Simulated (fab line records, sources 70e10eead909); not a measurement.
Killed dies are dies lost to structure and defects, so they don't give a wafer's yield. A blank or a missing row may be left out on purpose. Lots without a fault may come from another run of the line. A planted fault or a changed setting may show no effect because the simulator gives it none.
Chamber matching | flow nand_harc | NHARC_A_STAIRCASE_CMP_472 on cmp-01: 4 sister chambers
The step polishes SiO2. 8 wafers are shown with their chamber, then 9 later ones without.

WAFERS WITH THEIR CHAMBER
wafer  | chamber | motor_current_A (A)
L082.2 | 2       | 11.4
L087.3 | 3       | 12.6
L087.4 | 0       | 13.9
L094.5 | 1       | 11.7
L094.6 | 2       | 11.8
L092.4 | 3       | 13.2
L092.5 | 0       | 13.7
L092.6 | 1       | 11.5

WAFERS WITHOUT THEIR CHAMBER
wafer  | motor_current_A (A)
L091.1 | 12.8
L091.3 | 14.0
L091.4 | 11.8
L095.1 | 11.8
L095.2 | 12.3
L095.4 | 14.0
L096.3 | 12.7
L096.4 | 11.4
L096.6 | 11.9

WHICH CHAMBER EACH WENT THROUGH
wafer  | from the rows above          | in truth
L091.1 | 3                            | 3
L091.3 | 0                            | 0
L091.4 | can't be placed: 2 or 1      | 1
L095.1 | can't be placed: 2 or 1      | 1
L095.2 | can't be placed: 3 or 2 or 1 | 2
L095.4 | 0                            | 0
L096.3 | 3                            | 3
L096.4 | can't be placed: 1 or 2      | 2
L096.6 | can't be placed: 2 or 1      | 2
Placed correctly: 4 of 9. Can't be placed from these rows: 5 (the true chamber is among the candidates in 5). Placed wrongly: 0.
How it was worked out, from the rows above alone: a wafer's distance from a chamber is the root of the sum, over the readings, of the square of ((its reading less the chamber's mean) divided by the reading's scatter). The wafer belongs to the nearest chamber; if the next one is less than 2 further off, it can't be placed. A chamber's mean is the mean of its shown wafers. The scatter: the root of (the sum of the squares of (reading less its chamber's mean) over the shown wafers, divided by (wafers less chambers)).
